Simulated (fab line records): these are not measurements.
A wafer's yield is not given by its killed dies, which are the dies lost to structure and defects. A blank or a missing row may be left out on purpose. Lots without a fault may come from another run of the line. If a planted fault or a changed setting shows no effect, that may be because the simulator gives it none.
fab line records	flow nandHarc
[record] lots = 11	wafers = 33	lastDay = 25
route steps=1159 shown A_CHANNEL_HOLE_D1@465 END@1159
lots that met no fault: from a run of the same line without faults
startH: hours from the record's first day to the start of the lot's first wafer shown	waitH: hours since the lot's step before	" repeats the value in the row above	L1.1+2: a single row standing in for several wafers	- no value, or no start given	* or withheld: withheld	< > ~ a bound
route shown NAME@n: names a module that has steps shown in the file, with the first one's number in the route	usual: the fault-free wafers' mean and standard deviation	same: alike in all rows	chamber/n: place in a boat	sites: the reading at each site	_std_site: standard deviation across them	_edge_site: mean of outer sites minus mean of inner sites	radiusMm: how far each site lies from the wafer's centre	mask NAME#n: copy n	behind: the tool/chamber that last shaped the wafer	hold: the reason the lot was held/the length of the hold in hours/how it ended	device: names the non-switching transistor (n, p or np)	end of line: the same wafers' tests at the end of the route	a step with no rows: only its recipe	killed: at the first sort, the dies lost to defects and structure; wafer yield is something else	map: the dies of a wafer, with x for killed, . for not killed, _ for no die there
set.NAME: setting as actually run; set.NAME@STEP: the setting as run at that earlier step	model.NAME: the simulator's own value behind a step, which no gauge read
steps of the route over a sample of lots; a table a step, a row a wafer
services: the hour from which a tool's chamber was out of use, counted from the record's first day as startH (under 0 if before that day), plus the number of hours and why
[[steps]]
[step NHARC_A_CHANNEL_HOLE_D1_DESCUM_15]
[recipe] timeS = 3	o2FlowSccm = 200	arFlowSccm = 0	biasPowerW = 0	chemistry = O2
[usual] chamberPressureMTorr = 59.99/0.052	drypumpMotorCurrentA = 5.6/0.35	oesProductAu = 1.003/0.012	rfVppV = 58.0/0.91	showerheadPlenumPTorr = 1.96/0.091	throttleValvePct = 11.312/0.0092
lot.wafer	tool	chamber	startH	waitH	chamberPressureMTorr	drypumpMotorCurrentA	oesProductAu	rfHoursCounterH	rfVppV	showerheadPlenumPTorr	throttleValvePct
L402.3	rieDiel-12	1	169.53	0.1	60.01	5.3	1.011	9	59.1	1.79	11.338
L402.1	"	2	"	"	59.97	5.8	1.000	9	56.8	2.02	11.309
L402.4	"	0	"	"	59.95	5.5	0.997	9	58.1	2.02	11.317
L404.3	rieDiel-09	3	185.27	0.1	60.04	5.6	1.011	8	58.7	2.05	11.316
L404.2	"	0	"	"	60.00	5.3	0.992	8	57.9	2.00	11.338
L404.5	"	3	"	"	60.00	5.6	1.006	-	59.5	2.05	11.308
L407.1	rieDiel-03	2	204.81	0.1	59.98	5.5	1.009	9	57.4	1.84	11.314
L407.3	"	3	"	"	60.00	6.1	0.992	8	56.5	1.79	11.306
L407.2	"	0	"	"	59.94	5.8	0.995	10	57.1	2.03	11.326
L408.4	rieDiel-12	3	217.59	0.1	60.00	6.1	0.997	0	60.1	2.03	11.300
L408.3	"	0	"	"	60.07	5.5	0.997	0	57.0	2.02	11.319
L408.6	"	2	"	"	60.09	5.8	1.018	-	59.1	2.02	11.311
L409.2	rieDiel-09	2	222.85	0.1	60.00	5.0	1.007	11	57.4	1.96	11.314
L409.5	"	1	"	"	59.99	5.9	0.977	-	57.6	1.95	11.339
L409.6	"	2	"	"	59.96	5.0	1.009	-	59.4	1.96	11.315
L412.3	rieDiel-09	1	235.62	0.1	60.03	5.9	0.978	11	58.1	1.95	11.305
L412.2	"	2	"	"	60.04	5.0	1.007	12	58.4	1.96	11.301
L412.4	"	0	"	"	60.05	5.3	0.993	12	56.4	2.00	11.327
L411.3	rieDiel-12	1	237.03	0.1	59.98	5.3	1.016	2	56.8	1.79	11.310
L411.1	"	2	"	"	59.90	5.8	1.018	2	56.5	2.02	11.315
L411.6	"	2	"	"	59.96	5.8	1.024	-	57.6	2.02	11.303
L421.2	rieDiel-09	2	281.61	0.1	60.05	5.0	0.995	1	57.3	1.95	11.305
L421.3	"	3	"	"	59.92	5.5	0.992	1	60.0	2.05	11.310
L421.6	"	1	"	"	59.95	5.9	0.990	-	57.5	1.95	11.320
L422.1	rieDiel-12	2	282.46	0.1	60.00	5.8	1.007	6	58.0	2.02	11.311
L422.4	"	3	"	"	59.97	6.1	0.990	5	58.0	2.03	11.299
L422.6	"	3	"	"	60.05	6.1	1.004	-	59.0	2.03	11.318
L423.3	rieDiel-12	1	299.68	0.1	59.99	5.3	1.009	6	57.3	1.79	11.314
L423.6	"	3	"	"	60.05	6.2	1.010	-	58.9	2.03	11.322
L423.5	"	0	"	"	59.91	5.5	0.984	-	58.6	2.02	11.295
L425.2	rieDiel-09	0	316.94	0.1	60.00	5.3	1.004	4	58.8	2.00	11.304
L425.3	"	1	"	"	59.96	5.9	0.997	4	57.2	1.95	11.298
L425.4	"	2	"	"	59.93	5.0	0.998	4	58.6	1.95	11.318
[step NHARC_A_CHANNEL_HOLE_D1_ETCH_39]
[recipe] targetDepthA = 2600	overEtchFrac = 0.3	timeS = 325	ionEnergyEv = 200	n2FlowSccm = 150	h2FlowSccm = 150	arFlowSccm = 0	rfW = 400	biasW = 150	chemistry = N2/H2
[usual] biasW = 150.0/0.44	chamberPressureMTorr = 29.999/0.029	drypumpMotorCurrentA = 5.6/0.35	oesProductAu = 1.002/0.011	overEtchFrac = 0.3/0	rfVppV = 432.0/2.8	showerheadPlenumPTorr = 2.10/0.096	throttleValvePct = 14.173/0.01
lot.wafer	tool	chamber	startH	waitH	biasW	chamberPressureMTorr	drypumpMotorCurrentA	oesProductAu	overEtchFrac	rfHoursCounterH	rfVppV	showerheadPlenumPTorr	throttleValvePct
L402.4	rieDiel-12	1	169.72	-	149.9	29.948	5.3	1.015	0.3	9	424.6	1.90	14.162
L402.3	"	2	"	"	150.0	30.060	5.8	1.000	0.3	9	434.1	2.16	14.184
L402.1	"	3	"	"	149.2	29.992	6.2	1.004	0.3	9	434.8	2.17	14.193
L404.3	rieDiel-09	2	185.46	-	149.4	29.988	5.0	0.986	0.3	8	431.4	2.09	14.175
L404.2	"	3	"	"	150.0	30.007	5.6	0.997	0.3	8	433.7	2.19	14.176
L404.5	"	1	"	"	150.1	30.000	5.9	0.983	0.3	-	430.2	2.08	14.170
L407.2	rieDiel-03	3	204.99	-	149.4	29.997	6.0	1.003	0.3	8	427.6	1.90	14.183
L407.3	"	0	"	"	150.1	30.023	5.8	0.993	0.3	10	434.5	2.17	14.169
L407.1	"	2	"	"	150.7	30.008	5.4	1.013	0.3	9	428.9	1.96	14.161
L408.3	rieDiel-12	2	217.76	-	149.5	30.025	5.8	1.030	0.3	0	434.2	2.16	14.179
L408.4	"	3	"	"	149.7	30.019	6.2	1.004	0.3	0	433.6	2.17	14.159
L408.6	"	2	"	"	150.1	30.050	5.8	1.009	0.3	-	434.0	2.16	14.162
L409.2	rieDiel-09	2	223.01	-	-	-	-	-	-	-	-	-	-
L409.5	"	2	"	"	-	-	-	-	-	-	-	-	-
L409.6	"	3	"	"	-	-	-	-	-	-	-	-	-
L412.2	rieDiel-09	3	235.80	-	-	-	-	-	-	-	-	-	-
L412.3	"	1	"	"	-	-	-	-	-	-	-	-	-
L412.4	"	2	"	"	-	-	-	-	-	-	-	-	-
L411.3	rieDiel-12	0	237.21	-	-	-	-	-	-	-	-	-	-
L411.1	"	2	"	"	-	-	-	-	-	-	-	-	-
L411.6	"	1	"	"	-	-	-	-	-	-	-	-	-
L421.3	rieDiel-09	0	281.82	-	150.1	30.021	5.3	1.008	0.3	2	432.1	2.14	14.160
L421.2	"	1	"	"	150.6	30.036	5.9	0.980	0.3	1	431.8	2.08	14.172
L421.6	"	2	"	"	149.3	30.010	5.0	0.993	0.3	-	431.3	2.08	14.187
L422.1	rieDiel-12	1	282.66	-	150.2	29.978	5.3	1.019	0.3	5	426.6	1.90	14.155
L422.4	"	3	"	"	150.7	30.009	6.2	1.002	0.3	5	433.9	2.17	14.183
L422.6	"	0	"	"	149.5	30.036	5.5	1.001	0.3	-	434.4	2.16	14.171
L423.3	rieDiel-12	3	299.83	-	149.1	30.037	6.1	1.001	0.3	6	434.5	2.17	14.154
L423.6	"	3	"	"	149.5	29.966	6.2	1.014	0.3	-	434.0	2.17	14.171
L423.5	"	0	"	"	150.3	29.989	5.5	1.003	0.3	-	435.8	2.16	14.183
L425.2	rieDiel-09	2	317.11	-	149.5	29.988	5.0	1.001	0.3	4	431.7	2.08	14.157
L425.3	"	0	"	"	150.4	30.015	5.3	1.019	0.3	4	433.1	2.13	14.170
L425.4	"	0	"	"	150.4	29.974	5.3	1.016	0.3	-	432.5	2.13	14.186
[step NHARC_A_CHANNEL_HOLE_D1_ETCH_22]
[recipe] biasV = 3000	sourceW = withheld	pressureMtorr = 20	timeS = 666.7	arFlowSccm = 375	c4f8FlowSccm = 89.3	o2FlowSccm = 35.7	tempC = -20	targetDepthA = 16000	chemistry = C4F8/O2/Ar
[usual] c4f8FlowSccm = 89.34/0.27	chamberPressureMTorr = 19.999/0.018	drypumpMotorCurrentA = 6.0/0.48	showerheadPlenumPTorr = 3.81/0.073	throttleValvePct = 32.156/0.0098
lot.wafer	tool	chamber	startH	waitH	c4f8FlowSccm	chamberPressureMTorr	drypumpMotorCurrentA	rfHoursCounterH	showerheadPlenumPTorr	throttleValvePct
L402.1	harEtch-02	0	171.63	0.4	89.13	20.038	5.8	102	3.88	32.148
L402.4	"	0	"	"	89.65	19.992	5.8	-	3.87	32.139
L402.3	"	1	"	"	89.34	20.016	6.1	-	3.87	32.145
L404.2	harEtch-01	0	187.31	0.4	89.58	19.981	6.6	184	3.69	32.142
L404.3	"	1	"	"	89.43	20.002	5.2	-	3.83	32.173
L404.5	"	0	"	"	89.50	20.001	6.6	-	3.69	32.149
L407.2	harEtch-02	0	206.87	0.4	89.51	20.000	5.8	118	3.87	32.159
L407.1	"	1	"	"	89.10	19.997	6.1	118	3.87	32.161
L407.3	"	0	"	"	89.28	19.974	5.8	-	3.87	32.139
L408.3	harEtch-02	1	219.84	0.4	89.37	19.995	6.1	-	3.86	32.180
L408.4	"	0	"	"	89.34	20.024	5.8	-	3.86	32.141
L408.6	"	1	"	"	89.70	19.992	6.2	-	3.86	32.151
L409.2	harEtch-01	0	224.98	0.4	89.09	19.992	6.7	199	3.68	32.155
L409.6	"	1	"	"	89.06	19.975	5.2	-	3.82	32.167
L409.5	"	0	"	"	89.65	20.007	6.7	-	3.68	32.148
L412.2	harEtch-02	1	237.77	0.4	89.02	19.998	6.1	133	3.86	32.175
L412.3	"	0	"	"	89.38	19.987	5.8	-	3.86	32.177
L412.4	"	1	"	"	89.32	20.031	6.2	-	3.86	32.135
L411.1	harEtch-01	0	239.07	0.4	89.39	20.030	6.7	205	3.68	32.154
L411.3	"	0	"	"	89.32	20.008	6.7	-	3.68	32.162
L411.6	"	1	"	"	89.63	19.976	5.2	-	3.82	32.150
L421.2	harEtch-02	0	283.73	0.4	89.52	19.964	5.8	157	3.84	32.148
L421.3	"	1	"	"	89.10	19.982	6.1	-	3.84	32.152
L421.6	"	1	"	"	89.55	19.974	6.2	-	3.84	32.137
L422.1	harEtch-01	1	284.60	0.4	89.42	20.024	5.3	230	3.80	32.167
L422.4	"	1	"	"	89.31	20.007	5.2	-	3.80	32.162
L422.6	"	0	"	"	89.11	19.991	6.6	-	3.66	32.163
L423.3	harEtch-01	0	301.88	0.4	89.66	20.005	6.7	-	3.66	32.161
L423.5	"	0	"	"	89.16	20.019	6.6	-	3.66	32.163
L423.6	"	1	"	"	89.28	20.000	5.2	-	3.80	32.159
L425.2	harEtch-02	1	319.16	0.4	89.07	19.986	6.1	173	3.83	32.162
L425.3	"	1	"	"	89.53	20.009	6.1	-	3.84	32.144
L425.4	"	0	"	"	89.47	19.988	5.8	-	3.84	32.157
[step NHARC_A_CHANNEL_HOLE_D1_ETCH_24]
[recipe] biasV = 5000	sourceW = withheld	pressureMtorr = 20	timeS = 906.2	arFlowSccm = 375	c4f8FlowSccm = 93.8	o2FlowSccm = 31.2	tempC = -20	targetDepthA = 15000	chemistry = C4F8/O2/Ar
[usual] c4f8FlowSccm = 93.80/0.27	chamberPressureMTorr = 19.999/0.017	drypumpMotorCurrentA = 6.0/0.48	showerheadPlenumPTorr = 3.80/0.073	throttleValvePct = 32.235/0.0085
lot.wafer	tool	chamber	startH	waitH	c4f8FlowSccm	chamberPressureMTorr	drypumpMotorCurrentA	rfHoursCounterH	showerheadPlenumPTorr	throttleValvePct
L402.1	harEtch-02	0	172.89	0.6	93.91	20.016	5.8	103	3.87	32.235
L402.4	"	0	"	"	93.88	20.007	5.8	-	3.87	32.228
L402.3	"	1	"	"	93.77	20.007	6.1	-	3.87	32.234
L404.2	harEtch-01	0	188.57	0.6	94.18	20.009	6.6	185	3.68	32.232
L404.3	"	1	"	"	93.62	19.983	5.3	-	3.82	32.239
L404.5	"	0	"	"	93.61	20.028	6.6	-	3.68	32.228
L407.2	harEtch-02	0	208.14	0.6	93.76	20.020	5.8	120	3.86	32.238
L407.1	"	1	"	"	94.10	19.976	6.1	120	3.86	32.240
L407.3	"	0	"	"	93.78	20.028	5.8	-	3.86	32.234
L408.3	harEtch-02	1	221.18	0.6	94.01	20.003	6.1	-	3.86	32.232
L408.4	"	0	"	"	93.79	20.008	5.8	-	3.86	32.248
L408.6	"	1	"	"	93.40	20.008	6.1	-	3.86	32.252
L409.2	harEtch-01	0	226.28	0.6	93.47	19.993	6.7	201	3.67	32.220
L409.6	"	1	"	"	93.61	19.953	5.2	-	3.81	32.234
L409.5	"	0	"	"	93.60	19.984	6.7	-	3.67	32.231
L412.2	harEtch-02	1	239.06	0.6	93.97	19.988	6.2	134	3.85	32.227
L412.3	"	0	"	"	93.64	20.017	5.8	-	3.85	32.237
L412.4	"	1	"	"	93.80	20.011	6.1	-	3.85	32.218
L411.1	harEtch-01	0	240.34	0.6	93.71	20.028	6.6	206	3.67	32.239
L411.3	"	0	"	"	93.56	19.997	6.6	-	3.67	32.234
L411.6	"	1	"	"	94.05	20.017	5.2	-	3.81	32.235
L421.2	harEtch-02	0	285.03	0.6	93.83	19.990	5.8	158	3.84	32.233
L421.3	"	1	"	"	93.62	19.985	6.1	-	3.84	32.228
L421.6	"	1	"	"	93.54	19.991	6.1	-	3.84	32.225
L422.1	harEtch-01	1	285.89	0.6	93.80	19.996	5.2	231	3.80	32.242
L422.4	"	1	"	"	93.72	20.003	5.2	-	3.80	32.241
L422.6	"	0	"	"	93.51	20.005	6.7	-	3.66	32.230
L423.3	harEtch-01	0	303.21	0.6	94.30	19.989	6.6	-	3.65	32.242
L423.5	"	0	"	"	93.93	19.994	6.6	-	3.65	32.236
L423.6	"	1	"	"	93.45	19.993	5.3	-	3.79	32.227
L425.2	harEtch-02	1	320.43	0.6	94.01	20.012	6.1	174	3.83	32.250
L425.3	"	1	"	"	93.65	20.001	6.1	-	3.83	32.234
L425.4	"	0	"	"	93.88	20.003	5.8	-	3.83	32.253
[step NHARC_END_SORT_01]
[recipe] tempC = 25
[usual] killedAtArray = 25/9.2	killedAtOther = 0.8/1.2	killedAtPeriphery = 3.9/2.6	killedDies = 30/9.7	killedOpen = 3.4/1.9	killedShort = 2.0/1.4
[same] grossDies = 677
lot.wafer	tool	chamber	startH	waitH	hold	killedAtArray	killedAtOther	killedAtPeriphery	killedDies	killedOpen	killedShort
L404.2	prober-02	0	460.00	2.8	-	14	0	6	20	4	0
L404.3	prober-02	0	460.80	3.1	-	15	0	3	18	4	1
L404.5	prober-02	0	462.38	3.7	-	18	0	8	26	4	2
L407.1	prober-01	0	467.02	2.5	-	20	0	1	21	3	3
L407.2	prober-01	0	467.82	2.8	-	12	0	5	17	4	2
L407.3	prober-01	0	468.61	3.1	-	24	0	2	26	3	1
L409.2	prober-02	0	484.31	2.8	awaitDispo/4.0h/scrap	674	2	1	677	4	1
L409.5	prober-02	0	486.70	3.7	awaitDispo/4.0h/scrap	672	0	5	677	5	4
L409.6	prober-02	0	487.50	4.0	awaitDispo/4.0h/scrap	676	0	1	677	2	2
L411.1	prober-01	0	499.06	2.5	awaitDispo/0.9h/scrap	672	1	4	677	3	0
L411.3	prober-01	0	500.66	3.1	awaitDispo/0.9h/scrap	669	0	8	677	9	2
L411.6	prober-01	0	503.04	4.0	awaitDispo/0.9h/scrap	673	0	4	677	3	3
L412.2	prober-02	0	499.83	2.8	awaitDispo/1.3h/scrap	674	1	2	677	1	1
L412.3	prober-02	0	500.63	3.1	awaitDispo/1.3h/scrap	674	1	2	677	3	4
L412.4	prober-02	0	501.43	3.4	awaitDispo/1.3h/scrap	671	0	6	677	6	3
L421.2	prober-01	0	552.55	2.8	-	10	2	1	13	3	3
L421.3	prober-01	0	553.36	3.1	-	14	0	3	17	8	2
L421.6	prober-01	0	555.78	4.0	-	15	1	0	16	1	3
// killed by level:class
L404.2 A_CHANNEL_HOLE_D1:chamberFilmFlake=7 A_CONTACT:chamberFilmFlake=3 P_CONTACT:geometricParticle:open=2 P_STI:chamberFilmFlake=2 A_STAIRCASE:chamberFilmFlake=2 P_M2:geometricParticle:open=1 A_SGD_CUT:geometricParticle:open=1 P_GATE:chamberFilmFlake=1
L404.3 A_CHANNEL_HOLE_D1:chamberFilmFlake=5 A_CONTACT:chamberFilmFlake=4 A_CHANNEL_FILL_D1:geometricParticle:open=2 P_CONTACT:geometricParticle:open=1 P_M0:geometricParticle:open=1 A_M0:geometricParticle:short=1 P_STI:chamberFilmFlake=1 A_STAIRCASE:chamberFilmFlake=1
L404.5 A_CHANNEL_HOLE_D1:chamberFilmFlake=13 P_CONTACT:geometricParticle:open=3 P_STI:chamberFilmFlake=3 A_CONTACT:chamberFilmFlake=2 P_STI:geometricParticle:short=1 A_CHANNEL_FILL_D1:geometricParticle:open=1 A_CHANNEL_FILL_D1:geometricParticle:short=1 P_BONDPAD:chamberFilmFlake=1
L407.1 A_SLIT:chamberFilmFlake=6 A_STAIRCASE:chamberFilmFlake=3 A_CONTACT:chamberFilmFlake=3 A_WL_FILL:geometricParticle:short=2 P_GATE:geometricParticle:open=1 A_ONON_D1:geometricParticle:open=1 A_SGD_CUT:geometricParticle:open=1 A_M0:geometricParticle:short=1
L407.2 P_STI:chamberFilmFlake=3 A_SLIT:chamberFilmFlake=3 A_STAIRCASE:chamberFilmFlake=2 P_GATE:geometricParticle:open=1 P_M0:geometricParticle:open=1 A_SOURCE_PLATE:geometricParticle:open=1 A_ONON_D1:geometricParticle:short=1 A_WL_FILL:geometricParticle:short=1
L407.3 A_SLIT:chamberFilmFlake=12 A_STAIRCASE:chamberFilmFlake=7 P_M0:geometricParticle:open=1 A_ONON_D1:geometricParticle:open=1 A_CHANNEL_FILL_D1:geometricParticle:open=1 A_WL_FILL:geometricParticle:short=1 P_STI:chamberFilmFlake=1 A_CHANNEL_HOLE_D1:chamberFilmFlake=1
L409.2 A_CHANNEL_HOLE_D1:areaEtch=645 A_CHANNEL_HOLE_D1:chamberFilmFlake=12 A_STAIRCASE:chamberFilmFlake=5 A_CONTACT:chamberFilmFlake=3 A_WL_FILL:geometricParticle:open=2 THIN_TSV:chamberFilmFlake=2 A_ONON_D1:geometricParticle:open=1 A_WL_FILL:geometricParticle:short=1
L409.5 A_CHANNEL_HOLE_D1:areaEtch=642 A_CHANNEL_HOLE_D1:chamberFilmFlake=17 A_STAIRCASE:chamberFilmFlake=3 A_CHANNEL_FILL_D1:geometricParticle:short=2 A_WL_FILL:geometricParticle:open=2 P_GATE:chamberFilmFlake=2 P_CONTACT:geometricParticle:short=1 P_M1:geometricParticle:open=1
L409.6 A_CHANNEL_HOLE_D1:areaEtch=652 A_CHANNEL_HOLE_D1:chamberFilmFlake=9 A_STAIRCASE:chamberFilmFlake=5 A_CONTACT:chamberFilmFlake=3 A_WL_FILL:chamberFilmFlake=2 A_ONON_D1:geometricParticle:open=1 A_CHANNEL_FILL_D1:geometricParticle:short=1 A_M0:geometricParticle:open=1
L411.1 A_CHANNEL_HOLE_D1:areaEtch=649 A_CHANNEL_HOLE_D1:chamberFilmFlake=17 P_STI:chamberFilmFlake=2 P_M0:chamberFilmFlake=2 A_STAIRCASE:chamberFilmFlake=2 A_CHANNEL_FILL_D1:geometricParticle:open=1 A_M0:geometricParticle:open=1 STARTING-WAFER:geometricParticle:open=1
L412.2 A_CHANNEL_HOLE_D1:areaEtch=646 A_SLIT:chamberFilmFlake=11 A_STAIRCASE:chamberFilmFlake=6 A_CONTACT:chamberFilmFlake=4 A_CHANNEL_HOLE_D1:chamberFilmFlake=3 A_WL_FILL:chamberFilmFlake=3 P_M0:geometricParticle:open=1 A_WL_FILL:geometricParticle:short=1
L412.3 A_CHANNEL_HOLE_D1:areaEtch=649 A_SLIT:chamberFilmFlake=7 A_STAIRCASE:chamberFilmFlake=6 A_CONTACT:chamberFilmFlake=4 A_CHANNEL_HOLE_D1:chamberFilmFlake=3 A_WL_FILL:geometricParticle:open=2 P_GATE:geometricParticle:short=1 P_GATE:geometricParticle:open=1
L411.3 A_CHANNEL_HOLE_D1:areaEtch=643 A_CHANNEL_HOLE_D1:chamberFilmFlake=13 P_CONTACT:geometricParticle:open=3 A_STAIRCASE:chamberFilmFlake=3 A_CONTACT:chamberFilmFlake=3 A_BLC:geometricParticle:open=2 P_M0:geometricParticle:open=1 P_M1:geometricParticle:open=1
L412.4 A_CHANNEL_HOLE_D1:areaEtch=631 A_STAIRCASE:chamberFilmFlake=14 A_SLIT:chamberFilmFlake=10 A_CONTACT:chamberFilmFlake=5 A_WL_FILL:geometricParticle:open=2 P_STI:chamberFilmFlake=2 P_M0:chamberFilmFlake=2 A_WL_FILL:chamberFilmFlake=2
L411.6 A_CHANNEL_HOLE_D1:areaEtch=649 A_CHANNEL_HOLE_D1:chamberFilmFlake=10 A_STAIRCASE:chamberFilmFlake=4 A_CONTACT:chamberFilmFlake=4 P_M0:chamberFilmFlake=3 A_WL_FILL:geometricParticle:short=2 P_CONTACT:geometricParticle:open=1 A_ONON_D1:geometricParticle:short=1
L421.2 A_CHANNEL_HOLE_D1:chamberFilmFlake=3 A_CONTACT:geometricParticle:open=2 A_CONTACT:chamberFilmFlake=2 THIN_TSV:chamberFilmFlake=2 P_M0:geometricParticle:open=1 A_SOURCE_PLATE:geometricParticle:short=1 A_ONON_D1:geometricParticle:short=1 A_BONDPAD:geometricParticle:short=1
L421.3 A_CHANNEL_HOLE_D1:chamberFilmFlake=6 A_M0:geometricParticle:open=2 P_GATE:geometricParticle:short=1 P_GATE:geometricParticle:open=1 P_M1:geometricParticle:open=1 A_ONON_D1:geometricParticle:open=1 A_CHANNEL_HOLE_D1:geometricParticle:short=1 A_CONTACT:geometricParticle:open=1
L421.6 A_CHANNEL_HOLE_D1:chamberFilmFlake=7 A_WL_FILL:chamberFilmFlake=2 A_CONTACT:chamberFilmFlake=2 A_CHANNEL_FILL_D1:geometricParticle:short=1 A_WL_FILL:geometricParticle:short=1 A_CONTACT:geometricParticle:open=1 A_CONTACT:geometricParticle:short=1 THIN_TSV:chamberFilmFlake=1
[[services]]
tool	chamber	startH	hours	kind
rieDiel-12	0	156.90	-	clean
rieDiel-12	1	156.90	-	clean
rieDiel-12	2	156.90	-	clean
rieDiel-12	3	156.90	-	clean
rieDiel-03	1	157.87	9.1	repair
rieDiel-09	0	159.60	-	clean
rieDiel-09	1	159.60	-	clean
rieDiel-09	2	159.60	-	clean
rieDiel-09	3	159.60	-	clean
harEtch-01	-	170.74	3.5	repair
rieDiel-12	0	181.47	-	clean
rieDiel-12	1	181.47	-	clean
rieDiel-12	2	181.47	-	clean
rieDiel-12	3	181.47	-	clean
rieDiel-09	0	184.10	-	clean
rieDiel-09	1	184.10	-	clean
rieDiel-09	2	199.93	2.5	repair
rieDiel-12	-	202.40	9.0	pm
rieDiel-03	-	215.30	9.0	pm
rieDiel-03	1	242.74	9.6	repair
rieDiel-09	-	254.10	9.0	pm
harEtch-01	-	290.34	5.0	repair
harEtch-01	-	305.00	17.0	pm
rieDiel-09	3	317.07	4.9	repair
[[key]]
[firstSign] step = NHARC_A_CHANNEL_HOLE_D1_ETCH_39	reading = toolRecord	direction = missing
[effect] step = NHARC_END_SORT_01	reading = killedAtArray	direction = up	sigmas = 70	usual = 25	struck = 673
[moreKillsBornAt] NHARC_A_CHANNEL_HOLE_D1_ETCH_39@rieDiel-09 = 3865	NHARC_A_CHANNEL_HOLE_D1_ETCH_39@rieDiel-12 = 1941
metAt NHARC_A_CHANNEL_HOLE_D1_ETCH_39
struckLots L409,L411,L412
laterRowsLeftOut L409.2,L409.5,L409.6,L411.1,L411.3,L411.6,L412.2,L412.3,L412.4
testerLeftOut L409,L411,L412
notActingAt NHARC_A_CHANNEL_HOLE_D1_DESCUM_15,NHARC_A_CHANNEL_HOLE_D1_ETCH_22,NHARC_A_CHANNEL_HOLE_D1_ETCH_24
onsetBetween 217.76 223.01
[fault] kind = skippedStepWhole	tool = rieDiel-09,rieDiel-12	chamber = -	onsetH = 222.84	steps = NHARC_A_CHANNEL_HOLE_D1_ETCH_39	scope = struckLotsOnly
// testerLeftOut: of these lots the tester's yield and bins aren't shown, on N5 and GAA mostly nor the transistor test; their killed dies are dies lost to structure and defects alone, not to doping, threshold or leakage, so they don't give the yield
// laterRowsLeftOut: the simulator's readings of these wafers behind a module that went badly wrong aren't trusted and aren't shown, but for the sort
